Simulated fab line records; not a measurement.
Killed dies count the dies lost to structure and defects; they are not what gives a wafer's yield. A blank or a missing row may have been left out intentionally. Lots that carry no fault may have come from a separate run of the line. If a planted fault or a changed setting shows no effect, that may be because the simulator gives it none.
Comparing a struck lot with a sound one    flow nand-harc    16 out of 1159 route steps
Sound: the wafers L824.2, L824.5, L824.6. Struck: wafers L830.1, L830.2, L830.4. The cause comes at the end.
For every step that has rows: the tool of each side, followed by ch and its chambers, followed by its first start. Under that, the readings that differ: sound wafers    struck wafers    difference of the means    sigmas: that difference in standard deviations of wafers without a fault.
alike: a reading whose means differ by less than 2 such deviations, as well as words and numbers matching on both sides. not compared: withheld readings; readings where some wafer has no value; bounds like >300 that might hide an equal value; numbers whose values overlap and for which the record gives no deviation.
The two part at a step that has a row with sigmas, a row that says differs or no value, or rows on one side only. When numbers do not overlap yet have no deviation, they are printed without sigmas and do not part them. Lack of a reading on every wafer of one side parts them only where that side has two or more wafers.

NHARC_A_SGD_CUT_ETCH_16: etches the open film in C4F8/O2/Ar, target depth 310.5 nm, time 155.2 s.
  sound on rie-diel-05 ch 1,2,3; struck on rie-diel-13 ch 1,2
  alike: oes-product-au, rf-vpp-V
  not compared: rf-hours-counter-h
then, 1 step without rows for these wafers: NHARC_A_SGD_CUT_STRIP_60 (strips in C4F8/O2/Ar).
NHARC_A_SGD_CUT_STRIP_17: strips in O2.
  sound on rie-diel-05 ch 1,2; struck on rie-diel-13 ch 2,3
reading                 sound                 struck                difference  sigmas
throttle-valve-pct (%)  17.059 17.055 17.030  17.033 17.019 17.028  -0.021      -2
  alike: drypump-motor-current-A, oes-product-au, rf-vpp-V, showerhead-plenum-p-Torr
  not compared: rf-hours-counter-h
then, 4 steps without rows for these wafers: NHARC_A_SGD_CUT_PRECLEAN_18 (cleans in SC1); NHARC_A_SGD_CUT_SRD_19; NHARC_A_SGD_CUT_DEP_20 (deposits SiO2, target thk 150 nm); NHARC_A_SGD_CUT_ANNEAL_27 (time 1800 s).
NHARC_A_SGD_CUT_CMP_21: polishes, target thk 148.19 nm.
  sound on cmp-01 ch 0,1, day 14 16:01; struck on cmp-01 ch 1,2,3, day 16 08:28
  alike: motor-current-A, time-to-endpoint-s
NHARC_A_SGD_CUT_THK_MEAS_22: measures by ellipsometry.
  sound: film-metro-01 at day 14 16:16; struck: film-metro-01 at day 16 08:43
  alike: thk-nm
then, 2 steps without rows for these wafers: NHARC_A_SGD_CUT_SRD_23; NHARC_A_SGD_CUT_ETCH_26 (etches SiO2 in dHF, target depth 45.8 nm).
NHARC_A_SGD_CUT_ETCHBACK_24: etches the open film in CH3F/O2, target depth 50 nm, time 92.857 s.
  sound on rie-diel-06 ch 1,2, day 14 16:29; struck on rie-diel-06 ch 0,1,3, day 16 08:56
  alike: drypump-motor-current-A, oes-product-au, rf-vpp-V, showerhead-plenum-p-Torr, throttle-valve-pct
  not compared: rf-hours-counter-h
NHARC_A_SGD_CUT_STRIP_28: strips in O2, time 20 s.
  sound on rie-diel-06 ch 2,3, day 14 16:41; struck on rie-diel-06 ch 1,3, day 16 09:06
  alike: drypump-motor-current-A, oes-product-au, rf-vpp-V, showerhead-plenum-p-Torr, throttle-valve-pct
  not compared: rf-hours-counter-h
NHARC_A_SGD_CUT_INSPECT_25:
  sound: defect-inspect-02 at day 14 16:47; struck: defect-inspect-02 at day 16 09:13
reading           sound        struck       difference  sigmas
raw-defect-count  294 296 286  671 535 587  +306        +4
NHARC_A_SLIT_DEP_25: deposits SiO2, target thk 200 nm.
  sound on pecvd-01 ch 0,2, day 14 16:55; struck on pecvd-01 ch 1,2, day 16 09:27
  alike: heater-power-outer-w, heater-power-w, showerhead-vpp-V, throttle-valve-pct
-- jump in the record: it breaks off in module A_SLIT and resumes in module END (first step shown: number 1159 of the route), and 6 days separate the struck wafers' starts before and after --
NHARC_END_SORT_01:
  sound on prober-02 ch 0, day 20 13:25; struck on prober-02 ch 0, day 22 00:37
reading          sound     struck     difference  sigmas
killed-at-array  35 28 16  90 84 100  +65         +6
killed-dies      38 30 22  92 86 105  +64         +5
  alike: killed-at-other, killed-at-periphery, killed-open, killed-short

## WHERE THEY PART
At NHARC_A_SGD_CUT_STRIP_17 first; at NHARC_END_SORT_01 last (within this record only).

WHY: what the simulator had put in
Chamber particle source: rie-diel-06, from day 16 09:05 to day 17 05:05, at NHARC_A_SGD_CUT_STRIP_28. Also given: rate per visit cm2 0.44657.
